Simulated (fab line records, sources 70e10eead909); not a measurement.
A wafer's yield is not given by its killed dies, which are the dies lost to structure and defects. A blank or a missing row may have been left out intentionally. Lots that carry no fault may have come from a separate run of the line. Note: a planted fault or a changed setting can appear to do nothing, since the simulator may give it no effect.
fab line records | flow nandHarc
record lots=12 | wafers=36 | lastDay=24
route steps=1159 shown A_SGD_CUT@767 A_SLIT@797 A_WL_FILL@813 END@1159
lots that met no fault: from a run of the same line without faults
startH: start of the lot's first displayed wafer, in hours after the record's first day | waitH: hours elapsed since this lot's preceding step | " as in the row above | L1.1+2: several wafers, shown together as one row | - no value present, or no start provided | * or withheld: withheld | < > ~ a bound
route shown NAME@n: NAME is a module with steps in the file, n the number in the route of the first one | usual: the fault-free wafers' mean and standard deviation | same: alike in all rows | chamber/n: place in a boat | sites: readings site by site | _std_site: how widely they spread, as a standard deviation | _edge_site: inner sites' mean taken away from outer sites' mean | radiusMm: how far each site lies from the wafer's centre | mask NAME#n: copy n | behind: tool/chamber where the wafer was last shaped | hold: cause of the lot's hold/its duration in hours/its outcome | device: whichever transistor did not switch (one of n, p or np) | end of line: the same wafers' tests at the end of the route | step lacking rows: just its recipe | killed: dies lost to structure and defects at the first sort, not the wafer's yield | map: per-die view of a wafer (x killed, . not killed, _ where there is no die)
set.NAME: the run value of the setting; set.NAME@STEP: its run value at that earlier step | model.NAME: the simulator's own value behind a step, which no gauge read
the route's steps for a sample of lots (tables are steps, rows are wafers)
services: from which hour (startH, from the record's first day; less than 0 if before it) a tool's chamber was out of use, for how many hours, and why
## steps
# step NHARC_A_SGD_CUT_STRIP_17
# recipe o2FlowSccm=500 | arFlowSccm=0 | biasW=0 | chemistry=O2
# usual drypumpMotorCurrentA=5.66/0.23 | o2FlowSccm=500.0/1.5 | oesProductAu=1.000/0.0073 | rfVppV=57.9/0.84 | showerheadPlenumPTorr=3.56/0.12 | throttleValvePct=17.036/0.0095
lot.wafer | tool       | chamber | startH | waitH | drypumpMotorCurrentA | o2FlowSccm | oesProductAu | rfHoursCounterH | rfVppV | showerheadPlenumPTorr | throttleValvePct
L342.4    | rieDiel-06 | 1       | -      | -     | 5.61                 | 499.5      | 1.000        | 4               | 59.7   | 3.55                  | 17.036
L342.2    | "          | 3       | "      | "     | 5.57                 | 501.7      | 0.998        | 3               | 56.7   | 3.40                  | 17.031
L342.6    | "          | 2       | "      | "     | 5.88                 | 500.5      | 0.992        | -               | 58.4   | 3.64                  | 17.034
L341.4    | rieDiel-08 | 0       | -      | -     | 5.88                 | 500.8      | 0.998        | 2               | 58.2   | 3.61                  | 17.044
L341.1    | "          | 2       | "      | "     | 5.74                 | 498.3      | 1.002        | 2               | 57.3   | 3.60                  | 17.031
L341.6    | "          | 0       | "      | "     | 5.85                 | 500.4      | 0.998        | -               | 57.2   | 3.61                  | 17.046
L344.2    | rieDiel-08 | 3       | -      | -     | 5.52                 | 499.5      | 1.009        | 3               | 56.5   | 3.41                  | 17.013
L344.5    | "          | 1       | "      | "     | 5.52                 | 501.1      | 1.007        | -               | 58.4   | 3.53                  | 17.045
L344.6    | "          | 2       | "      | "     | 5.77                 | 500.3      | 1.006        | -               | 58.3   | 3.60                  | 17.037
L343.3    | rieDiel-06 | 1       | -      | -     | 5.58                 | 497.6      | 1.015        | 5               | 56.8   | 3.55                  | 17.031
L343.1    | "          | 2       | "      | "     | 5.87                 | 502.8      | 0.990        | 7               | 56.5   | 3.63                  | 17.042
L343.5    | "          | 0       | "      | "     | 5.28                 | 499.4      | 0.996        | -               | 55.7   | 3.72                  | 17.040
L353.3    | rieDiel-06 | 0       | -      | -     | 5.30                 | 498.7      | 0.996        | 13              | 58.6   | 3.72                  | 17.033
L353.6    | "          | 1       | "      | "     | 5.62                 | 500.0      | 1.001        | -               | 57.0   | 3.55                  | 17.029
L353.5    | "          | 2       | "      | "     | 5.83                 | 502.4      | 0.994        | -               | 59.7   | 3.63                  | 17.034
L356.1    | rieDiel-06 | 2       | -      | -     | 5.85                 | 499.9      | 0.985        | 12              | 58.2   | 3.63                  | 17.054
L356.3    | "          | 1       | "      | "     | 5.62                 | 499.9      | 1.005        | 11              | 57.9   | 3.55                  | 17.039
L356.5    | "          | 1       | "      | "     | 5.58                 | 501.2      | 1.011        | -               | 57.9   | 3.55                  | 17.045
L355.4    | rieDiel-08 | 3       | -      | -     | 5.50                 | 498.1      | 1.014        | 11              | 57.9   | 3.40                  | 17.030
L355.6    | "          | 0       | "      | "     | 5.81                 | 496.1      | 1.010        | -               | 57.9   | 3.61                  | 17.043
L355.5    | "          | 1       | "      | "     | 5.53                 | 500.3      | 1.007        | -               | 57.9   | 3.53                  | 17.049
L354.1    | rieDiel-04 | 0       | -      | -     | 5.61                 | 499.9      | 0.993        | 11              | 58.7   | 3.32                  | 17.023
L354.3    | "          | 1       | "      | "     | 5.66                 | 500.1      | 1.002        | 11              | 57.3   | 3.46                  | 17.048
L354.6    | "          | 0       | "      | "     | 5.56                 | 501.8      | 1.001        | -               | 56.5   | 3.32                  | 17.034
L357.2    | rieDiel-06 | 3       | -      | -     | 5.59                 | 498.4      | 0.997        | 0               | 56.8   | 3.40                  | 17.020
L357.6    | "          | 0       | "      | "     | 5.31                 | 498.9      | 0.995        | -               | 58.0   | 3.72                  | 17.024
L357.5    | "          | 1       | "      | "     | 5.56                 | 498.9      | 0.996        | -               | 57.8   | 3.55                  | 17.041
L361.3    | rieDiel-06 | 2       | -      | -     | 5.86                 | 497.0      | 1.000        | 1               | 58.8   | 3.63                  | 17.048
L361.4    | "          | 0       | "      | "     | 5.32                 | 496.1      | 0.996        | 2               | 56.6   | 3.72                  | 17.036
L361.2    | "          | 1       | "      | "     | 5.58                 | 496.7      | 1.001        | 1               | 58.5   | 3.55                  | 17.032
L359.3    | rieDiel-08 | 0       | -      | -     | 5.86                 | 502.3      | 0.995        | 15              | 58.4   | 3.61                  | 17.043
L359.4    | "          | 1       | "      | "     | 5.52                 | 499.3      | 1.000        | 14              | 58.0   | 3.52                  | 17.022
L359.6    | "          | 3       | "      | "     | 5.55                 | 500.2      | 1.016        | -               | 58.3   | 3.40                  | 17.041
L362.4    | rieDiel-08 | 3       | -      | -     | 5.52                 | 498.8      | 1.007        | 15              | 58.3   | 3.40                  | 17.012
L362.1    | "          | 1       | "      | "     | 5.52                 | 498.4      | 1.001        | 15              | 58.2   | 3.52                  | 17.062
L362.5    | "          | 2       | "      | "     | 5.73                 | 501.8      | 1.001        | -               | 57.2   | 3.59                  | 17.035
# step NHARC_A_SLIT_ETCH_26
# recipe biasV=400 | sourceW=2000 | pressureMtorr=25 | timeS=90 | arFlowSccm=375 | c4f8FlowSccm=41.7 | o2FlowSccm=83.3 | targetDepthA=4000 | chemistry=C4F8/O2/Ar
# usual drypumpMotorCurrentA=5.4/0.48 | o2FlowSccm=83.28/0.23 | showerheadPlenumPTorr=3.69/0.14 | throttleValvePct=27.620/0.0086
# same timeS=90
lot.wafer | tool       | chamber | startH | waitH | drypumpMotorCurrentA | o2FlowSccm | rfHoursCounterH | showerheadPlenumPTorr | throttleValvePct
L341.1    | harEtch-02 | 1       | 337.31 | 1.3   | 5.1                  | 83.66      | 185             | 3.87                  | 27.622
L341.4    | "          | 1       | "      | "     | 5.1                  | 83.31      | -               | 3.87                  | 27.622
L341.6    | "          | 0       | "      | "     | 4.9                  | 83.56      | -               | 3.81                  | 27.601
L342.2    | harEtch-02 | 0       | 339.02 | 1.0   | 4.9                  | 83.01      | 187             | 3.81                  | 27.639
L342.4    | "          | 1       | "      | "     | 5.1                  | 83.47      | -               | 3.87                  | 27.639
L342.6    | "          | 1       | "      | "     | 5.1                  | 83.52      | -               | 3.87                  | 27.630
L344.2    | harEtch-01 | 1       | 345.56 | 1.2   | 5.6                  | 83.18      | 13              | 3.58                  | 27.613
L344.5    | "          | 1       | "      | "     | 5.5                  | 83.29      | -               | 3.58                  | 27.624
L344.6    | "          | 0       | "      | "     | 6.2                  | 83.33      | -               | 3.56                  | 27.617
L343.1    | harEtch-02 | 0       | 346.49 | 1.2   | 4.9                  | 83.68      | 190             | 3.81                  | 27.615
L343.3    | "          | 0       | "      | "     | 4.9                  | 83.36      | -               | 3.81                  | 27.622
L343.5    | "          | 0       | "      | "     | 4.9                  | 83.07      | -               | 3.81                  | 27.628
L353.3    | harEtch-02 | 0       | 402.26 | 0.6   | 4.9                  | 82.90      | -               | 3.80                  | 27.619
L353.6    | "          | 1       | "      | "     | 5.1                  | 83.36      | -               | 3.86                  | 27.610
L353.5    | "          | 0       | "      | "     | 4.9                  | 83.32      | -               | 3.80                  | 27.638
L355.4    | harEtch-02 | 0       | 416.32 | 0.6   | 4.9                  | 83.50      | -               | 3.80                  | 27.613
L355.6    | "          | 1       | "      | "     | 5.2                  | 83.03      | -               | 3.85                  | 27.621
L355.5    | "          | 0       | "      | "     | 4.9                  | 83.12      | -               | 3.80                  | 27.623
L356.1    | harEtch-02 | 1       | 417.92 | 1.0   | 5.1                  | 83.19      | 221             | 3.85                  | 27.631
L356.3    | "          | 1       | "      | "     | 5.1                  | 83.51      | -               | 3.85                  | 27.616
L356.5    | "          | 1       | "      | "     | 5.1                  | 83.50      | -               | 3.85                  | 27.627
L354.1    | harEtch-01 | 1       | 422.43 | 1.2   | 5.6                  | 83.55      | 48              | 3.56                  | 27.622
L354.3    | "          | 0       | "      | "     | 6.2                  | 83.35      | -               | 3.54                  | 27.607
L354.6    | "          | 0       | "      | "     | 6.2                  | 83.94      | -               | 3.54                  | 27.605
L357.2    | harEtch-01 | 1       | 440.15 | 1.2   | 5.6                  | 83.14      | 55              | 3.55                  | 27.629
L357.6    | "          | 1       | "      | "     | 5.5                  | 83.36      | -               | 3.55                  | 27.618
L357.5    | "          | 0       | "      | "     | 6.2                  | 83.27      | -               | 3.54                  | 27.621
L361.2    | harEtch-01 | 1       | 458.17 | 1.2   | 5.6                  | 83.40      | 64              | 3.55                  | 27.621
L361.4    | "          | 1       | "      | "     | 5.6                  | 83.18      | -               | 3.55                  | 27.628
L361.3    | "          | 0       | "      | "     | 6.2                  | 83.14      | -               | 3.53                  | 27.615
L359.4    | harEtch-01 | 0       | 461.53 | 0.8   | 6.2                  | 83.21      | -               | 3.53                  | 27.629
L359.3    | "          | 1       | "      | "     | 5.6                  | 83.18      | -               | 3.55                  | 27.620
L359.6    | "          | 1       | "      | "     | 5.6                  | 83.14      | -               | 3.55                  | 27.615
L362.1    | harEtch-01 | 0       | 466.95 | 1.2   | 6.2                  | 82.98      | 69              | 3.53                  | 27.610
L362.4    | "          | 1       | "      | "     | 5.6                  | 83.45      | -               | 3.55                  | 27.626
L362.5    | "          | 1       | "      | "     | 5.6                  | 83.36      | -               | 3.55                  | 27.619
# step NHARC_A_WL_FILL_CVD_03
# recipe targetThkA=400 | tempC=300 | pressureTorr=40 | wf6FlowSccm=40 | h2FlowSccm=1600 | arFlowSccm=1560 | timeS=3302 | material=W
# usual chamberPressureTorr=40.00/0.092 | heaterPowerOuterW=296/30 | heaterPowerW=507/52 | throttleValvePct=7.90/0.21 | timeS=3302/0
lot.wafer | tool    | chamber | startH | waitH | chamberPressureTorr | heaterPowerOuterW | heaterPowerW | throttleValvePct | timeS
L341.1    | cvdW-02 | 1       | 348.96 | 1.5   | 40.10               | 271               | 498          | 7.90             | 3302
L341.4    | "       | 0       | 350.37 | 3.0   | 39.90               | 272               | 491          | 7.72             | 3302
L341.6    | "       | 1       | "      | "     | 39.93               | 281               | 487          | 8.04             | 3302
L342.2    | cvdW-01 | 0       | 349.40 | 1.7   | -                   | -                 | -            | -                | -
L342.4    | "       | 1       | 350.80 | 3.1   | -                   | -                 | -            | -                | -
L342.6    | "       | 0       | "      | "     | -                   | -                 | -            | -                | -
L344.2    | cvdW-02 | 0       | 354.74 | 0.1   | -                   | -                 | -            | -                | -
L344.5    | "       | 0       | 356.63 | 1.9   | -                   | -                 | -            | -                | -
L344.6    | "       | 1       | "      | "     | -                   | -                 | -            | -                | -
L343.1    | cvdW-01 | 1       | 355.18 | 0.5   | -                   | -                 | -            | -                | -
L343.3    | "       | 1       | "      | "     | -                   | -                 | -            | -                | -
L343.5    | "       | 0       | "      | "     | -                   | -                 | -            | -                | -
L353.3    | cvdW-01 | 0       | 414.17 | 2.1   | 40.04               | 338               | 577          | 8.10             | 3302
L353.5    | "       | 0       | "      | "     | 40.06               | 344               | 576          | 7.81             | 3302
L353.6    | "       | 1       | "      | "     | 40.11               | 290               | 484          | 7.99             | 3302
L356.1    | cvdW-01 | 0       | 426.72 | 0.5   | 39.95               | 342               | 597          | 8.08             | 3302
L356.3    | "       | 0       | "      | "     | 39.80               | 339               | 593          | 8.32             | 3302
L356.5    | "       | 1       | "      | "     | 39.95               | 298               | 471          | 7.85             | 3302
L355.4    | cvdW-02 | 1       | 427.43 | 1.4   | 40.01               | 271               | 483          | 7.97             | 3302
L355.6    | "       | 0       | "      | "     | 40.03               | 266               | 457          | 7.37             | 3302
L355.5    | "       | 1       | "      | "     | 40.07               | 280               | 503          | 8.10             | 3302
L354.1    | cvdW-02 | 1       | 432.80 | 0.5   | 39.83               | 269               | 493          | 7.76             | 3302
L354.3    | "       | 1       | "      | "     | 39.94               | 277               | 490          | 7.90             | 3302
L354.6    | "       | 0       | "      | "     | 40.00               | 259               | 450          | 7.65             | 3302
L357.2    | cvdW-02 | 0       | 450.67 | 0.7   | 40.01               | 266               | 467          | 7.56             | 3302
L357.6    | "       | 0       | 452.54 | 2.6   | 39.85               | 265               | 460          | 7.69             | 3302
L357.5    | "       | 1       | "      | "     | 39.97               | 273               | 489          | 7.90             | 3302
L361.2    | cvdW-01 | 1       | 468.46 | 0.5   | 39.88               | 293               | 483          | 8.12             | 3302
L361.4    | "       | 0       | "      | "     | 39.99               | 345               | 591          | 8.19             | 3302
L361.3    | "       | 1       | "      | "     | 39.98               | 304               | 466          | 8.05             | 3302
L359.3    | cvdW-02 | 0       | 472.30 | 1.1   | 39.85               | 259               | 458          | 7.66             | 3302
L359.4    | "       | 1       | "      | "     | 39.97               | 278               | 501          | 7.89             | 3302
L359.6    | "       | 1       | "      | "     | 39.90               | 277               | 502          | 8.03             | 3302
L362.1    | cvdW-02 | 1       | 476.91 | 0.2   | 39.89               | 274               | 495          | 8.00             | 3302
L362.4    | "       | 1       | "      | "     | 39.88               | 274               | 499          | 7.92             | 3302
L362.5    | "       | 0       | 479.30 | 2.5   | 39.91               | 265               | 466          | 7.51             | 3302
# step NHARC_A_WL_FILL_ETCHBACK_04
# recipe targetDepthA=600 | timeS=120 | chemistry=NF3
# usual drypumpMotorCurrentA=5.7/0.49 | oesProductAu=0.999/0.0064
# same timeS=120
lot.wafer | tool        | chamber | startH | waitH | drypumpMotorCurrentA | oesProductAu | rfHoursCounterH
L341.1    | rieMetal-01 | 0       | 352.30 | 2.9   | 5.8                  | 0.994        | 0.3
L341.4    | "           | 1       | "      | "     | 5.9                  | 1.011        | -
L341.6    | "           | 1       | "      | "     | 5.9                  | 1.005        | -
L342.2    | rieMetal-02 | 1       | 352.72 | 2.9   | 4.9                  | 1.002        | 4.8
L342.4    | "           | 1       | "      | "     | 4.9                  | 0.994        | -
L342.6    | "           | 0       | "      | "     | 5.5                  | 0.993        | -
L343.1    | rieMetal-03 | 0       | 358.04 | 2.4   | 6.5                  | 0.995        | 1.6
L343.3    | "           | 0       | "      | "     | 6.5                  | 1.001        | -
L343.5    | "           | 0       | "      | "     | 6.5                  | 0.997        | -
L344.2    | rieMetal-01 | 0       | 358.07 | 2.9   | 5.8                  | 0.995        | 0.5
L344.6    | "           | 0       | "      | "     | 5.8                  | 0.994        | -
L344.5    | "           | 1       | "      | "     | 5.9                  | 0.990        | -
L353.3    | rieMetal-02 | 1       | 416.61 | 2.0   | 4.9                  | 1.001        | -
L353.6    | "           | 0       | "      | "     | 5.5                  | 0.993        | -
L353.5    | "           | 1       | "      | "     | 4.9                  | 1.008        | -
L355.4    | rieMetal-03 | 1       | 429.36 | 1.5   | 5.2                  | 1.007        | -
L355.5    | "           | 1       | "      | "     | 5.2                  | 0.994        | -
L355.6    | "           | 0       | "      | "     | 6.5                  | 1.005        | -
L356.1    | rieMetal-01 | 0       | 429.61 | 2.4   | 5.8                  | 0.996        | 2.5
L356.3    | "           | 1       | "      | "     | 5.9                  | 0.997        | -
L356.5    | "           | 1       | "      | "     | 5.9                  | 0.999        | -
L354.1    | rieMetal-01 | 1       | 435.68 | 2.4   | 5.9                  | 1.005        | 2.7
L354.3    | "           | 1       | "      | "     | 5.9                  | 1.000        | -
L354.6    | "           | 1       | "      | "     | 5.9                  | 0.999        | -
L357.2    | rieMetal-01 | 0       | 453.96 | 2.8   | 5.8                  | 0.986        | 3.3
L357.6    | "           | 0       | "      | "     | 5.8                  | 0.992        | -
L357.5    | "           | 1       | "      | "     | 5.9                  | 0.999        | -
L361.2    | rieMetal-03 | 0       | 471.32 | 2.4   | 6.5                  | 1.004        | 0.0
L361.4    | "           | 0       | "      | "     | 6.5                  | 1.003        | -
L361.3    | "           | 1       | "      | "     | 5.2                  | 1.001        | -
L359.3    | rieMetal-02 | 1       | 474.77 | 2.0   | 4.9                  | 1.002        | -
L359.4    | "           | 0       | "      | "     | 5.5                  | 0.992        | -
L359.6    | "           | 0       | "      | "     | 5.5                  | 0.994        | -
L362.1    | rieMetal-01 | 1       | 480.29 | 2.9   | 5.9                  | 1.013        | 3.9
L362.4    | "           | 0       | "      | "     | 5.8                  | 1.006        | -
L362.5    | "           | 0       | "      | "     | 5.8                  | 1.010        | -
# step NHARC_END_SORT_01
# recipe tempC=25
# usual killedAtArray=26/8.6 | killedAtOther=0.7/0.97 | killedAtPeriphery=3.2/2.2 | killedDies=30/8.9 | killedOpen=3.1/1.8 | killedShort=2.2/1.8
# same grossDies=677
lot.wafer | tool      | chamber | startH | waitH | killedAtArray | killedAtOther | killedAtPeriphery | killedDies | killedOpen | killedShort
L343.1    | prober-02 | 0       | 450.27 | 2.5   | 674           | 0             | 3                 | 677        | 1          | 3
L343.3    | prober-02 | 0       | 451.86 | 3.1   | 671           | 1             | 5                 | 677        | 3          | 6
L343.5    | prober-02 | 0       | 453.46 | 3.7   | 676           | 0             | 1                 | 677        | 4          | 4
L342.2    | prober-01 | 0       | 450.96 | 2.8   | 673           | 1             | 3                 | 677        | 3          | 0
L342.4    | prober-01 | 0       | 452.59 | 3.4   | 674           | 1             | 2                 | 677        | 0          | 1
L342.6    | prober-01 | 0       | 454.22 | 4.1   | 660           | 3             | 14                | 677        | 3          | 1
L344.2    | prober-01 | 0       | 459.12 | 2.8   | 675           | 0             | 2                 | 677        | 1          | 4
L344.5    | prober-01 | 0       | 461.53 | 3.7   | 673           | 1             | 3                 | 677        | 0          | 4
L344.6    | prober-01 | 0       | 462.33 | 4.0   | 673           | 1             | 3                 | 677        | 4          | 2
# killed by level:class
L343.1 A_WL_FILL:areaCvd=645 A_SLIT:chamberFilmFlake=10 A_STAIRCASE:chamberFilmFlake=6 A_CHANNEL_HOLE_D1:chamberFilmFlake=4 A_WL_FILL:chamberFilmFlake=4 A_CONTACT:chamberFilmFlake=2 P_GATE:geometricParticle:short=1 P_CONTACT:geometricParticle:short=1
L342.2 A_WL_FILL:areaCvd=636 A_CHANNEL_HOLE_D1:chamberFilmFlake=11 A_SLIT:chamberFilmFlake=11 A_STAIRCASE:chamberFilmFlake=4 P_CONTACT:chamberFilmFlake=3 A_CHANNEL_FILL_D1:chamberFilmFlake=3 A_CONTACT:chamberFilmFlake=3 A_ONON_D1:geometricParticle:open=1
L343.3 A_WL_FILL:areaCvd=648 A_SLIT:chamberFilmFlake=7 A_CHANNEL_HOLE_D1:chamberFilmFlake=4 A_STAIRCASE:chamberFilmFlake=3 A_CHANNEL_HOLE_D1:geometricParticle:short=2 P_CONTACT:chamberFilmFlake=2 P_CONTACT:geometricParticle:short=1 P_CONTACT:geometricParticle:open=1
L342.4 A_WL_FILL:areaCvd=645 A_SLIT:chamberFilmFlake=12 A_CHANNEL_HOLE_D1:chamberFilmFlake=10 A_CHANNEL_FILL_D1:chamberFilmFlake=2 A_CONTACT:chamberFilmFlake=2 A_M0:geometricParticle:short=1 P_STI:chamberFilmFlake=1 P_CONTACT:chamberFilmFlake=1
L343.5 A_WL_FILL:areaCvd=642 A_SLIT:chamberFilmFlake=11 A_CHANNEL_HOLE_D1:chamberFilmFlake=4 A_STAIRCASE:chamberFilmFlake=4 A_CONTACT:chamberFilmFlake=3 A_WL_FILL:chamberFilmFlake=2 P_M0:geometricParticle:short=1 A_ONON_D1:geometricParticle:short=1
L342.6 A_WL_FILL:areaCvd=627 A_SLIT:chamberFilmFlake=13 P_CONTACT:chamberFilmFlake=10 A_CHANNEL_HOLE_D1:chamberFilmFlake=8 A_STAIRCASE:chamberFilmFlake=5 A_CONTACT:chamberFilmFlake=4 THIN_TSV:chamberFilmFlake=3 P_M0:geometricParticle:open=2
L344.2 A_WL_FILL:areaCvd=664 A_STAIRCASE:chamberFilmFlake=3 A_ONON_D1:geometricParticle:short=2 P_GATE:geometricParticle:short=1 A_WL_FILL:geometricParticle:short=1 A_CONTACT:geometricParticle:open=1 P_STI:chamberFilmFlake=1 A_CHANNEL_HOLE_D1:chamberFilmFlake=1
L344.5 A_WL_FILL:areaCvd=665 A_CHANNEL_HOLE_D1:chamberFilmFlake=3 A_ONON_D1:geometricParticle:short=2 P_ZERO_WELL:chamberFilmFlake=2 A_STAIRCASE:chamberFilmFlake=2 P_CONTACT:geometricParticle:short=1 A_WL_FILL:geometricParticle:short=1 THIN_TSV:chamberFilmFlake=1
L344.6 A_WL_FILL:areaCvd=655 A_CHANNEL_HOLE_D1:chamberFilmFlake=5 P_ZERO_WELL:chamberFilmFlake=3 A_STAIRCASE:chamberFilmFlake=3 A_ONON_D1:geometricParticle:short=2 A_CONTACT:chamberFilmFlake=2 A_ONON_D1:geometricParticle:open=1 A_STAIRCASE:geometricParticle:open=1
## services
tool        | chamber | startH | hours | kind
rieDiel-06  | 0       | 299.20 | -     | clean
rieDiel-06  | 1       | 299.20 | -     | clean
rieDiel-06  | 2       | 299.20 | -     | clean
rieDiel-08  | -       | 301.80 | 9.0   | pm
harEtch-01  | -       | 305.00 | 17.0  | pm
rieMetal-01 | -       | 332.00 | 9.0   | pm
rieDiel-04  | 0       | 346.47 | 3.3   | repair
rieDiel-06  | 2       | 354.45 | 3.2   | repair
rieDiel-08  | 3       | 356.36 | 3.5   | repair
cvdW-02     | -       | 381.28 | 13.0  | pm
cvdW-02     | 0       | 381.28 | 13.0  | ventCycle
cvdW-02     | 1       | 381.28 | 13.0  | ventCycle
rieMetal-02 | -       | 388.00 | 9.0   | pm
rieDiel-06  | 3       | 393.45 | 17.7  | repair
cvdW-02     | 0       | 394.28 | -     | clean
cvdW-02     | 1       | 394.28 | -     | clean
rieDiel-06  | -       | 418.20 | 9.0   | pm
rieMetal-03 | -       | 453.00 | 9.0   | pm
cvdW-02     | 0       | 457.40 | 10.0  | repair
rieMetal-01 | 0       | 464.32 | 2.0   | repair
rieDiel-04  | -       | 466.13 | 9.0   | pm
cvdW-01     | -       | 475.69 | 13.0  | pm
rieDiel-08  | -       | 478.80 | 9.0   | pm
rieDiel-04  | 0       | 480.29 | 3.7   | repair
## key
firstSign step=NHARC_A_WL_FILL_CVD_03 | reading=toolRecord | direction=missing
effect step=NHARC_END_SORT_01 | reading=killedAtArray | direction=up | sigmas=75 | usual=26 | struck=672
moreKillsBornAt NHARC_A_WL_FILL_CVD_03@cvdW-01=3843 | NHARC_A_WL_FILL_CVD_03@cvdW-02=1984
metAt NHARC_A_WL_FILL_CVD_03
struckLots L342,L343,L344
laterRowsLeftOut L342.2,L342.4,L342.6,L343.1,L343.3,L343.5,L344.2,L344.5,L344.6
testerLeftOut L342,L343,L344
notActingAt NHARC_A_SGD_CUT_STRIP_17,NHARC_A_SLIT_ETCH_26,NHARC_A_WL_FILL_ETCHBACK_04
onsetBetween 348.96 349.40
fault kind=skippedStepWhole | tool=cvdW-01,cvdW-02 | chamber=- | onsetH=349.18 | steps=NHARC_A_WL_FILL_CVD_03 | scope=struckLotsOnly
# testerLeftOut: of these lots the tester's yield and bins aren't shown, on N5 and GAA mostly nor the transistor test; their killed dies are dies lost to structure and defects alone, not to doping, threshold or leakage, so they don't give the yield
# laterRowsLeftOut: the simulator's readings of these wafers behind a module that went badly wrong aren't trusted and aren't shown, but for the sort
